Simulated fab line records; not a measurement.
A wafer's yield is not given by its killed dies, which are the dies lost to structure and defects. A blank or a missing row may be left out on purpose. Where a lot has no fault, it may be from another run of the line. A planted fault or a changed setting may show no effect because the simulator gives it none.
Which tool is to blame? / flow n5_finfet / 33 wafers sampled from 11 lots at 1 step of a route of 1938

== WHAT THE GAUGES READ, wafer by wafer ==
N5_BEOL_M13_RS_MEAS_54: a four-point-probe measurement.
lot=L075; measured=day 11 10:05; on=film_metro-02; M13_RS (ohm/sq)=0.0444 0.0452 0.0446
lot=L076; measured=day 12 02:30; on=film_metro-01; M13_RS (ohm/sq)=0.0445 0.0451 0.0450
lot=L079; measured=day 12 12:46; on=film_metro-02; M13_RS (ohm/sq)=0.0453 0.0454 0.0442
lot=L081; measured=day 12 18:58; on=film_metro-02; M13_RS (ohm/sq)=0.0447 0.0435 0.0455
lot=L082; measured=day 13 02:02; on=film_metro-01; M13_RS (ohm/sq)=0.0453 0.0449 0.0453
lot=L085; measured=day 13 22:33; on=film_metro-01; M13_RS (ohm/sq)=0.0461 0.0457 0.0455
lot=L087; measured=day 14 04:52; on=film_metro-01; M13_RS (ohm/sq)=0.0458 0.0454 0.0455
lot=L090; measured=day 14 21:27; on=film_metro-02; M13_RS (ohm/sq)=0.0440 0.0453 0.0441
lot=L093; measured=day 15 07:48; on=film_metro-02; M13_RS (ohm/sq)=0.0450 0.0440 0.0441
lot=L092; measured=day 16 01:15; on=film_metro-01; M13_RS (ohm/sq)=0.0455 0.0449 0.0442
lot=L096; measured=day 16 18:22; on=film_metro-02; M13_RS (ohm/sq)=0.0449 0.0437 0.0458

== TOOL THAT RAN EACH LOT (tool first, then ch and the chambers of the sampled wafers, then the start) ==
Record: no process step prior to these readings.

== THE ANSWER, worked out from the rows above alone ==
Rule: the usual values come from the lots themselves. The widest of any qualifying gaps counts: lots, ordered by their means at a reading, are off when they make up no more than a third of the lots, leave a main group of 4 or more, and stand apart from it by 3 or more times the standard deviation of that group's means. A main group is skipped when, at the precision printed for the reading in the tables above, its means are all equal. A lot without any number at a reading at which 4 lots or more have one is off too. All remaining lots with rows at the step are treated as sound.
None of the lots is off at any reading shown; this tells nothing.

== WHAT WAS PUT IN BY THE SIMULATOR ==
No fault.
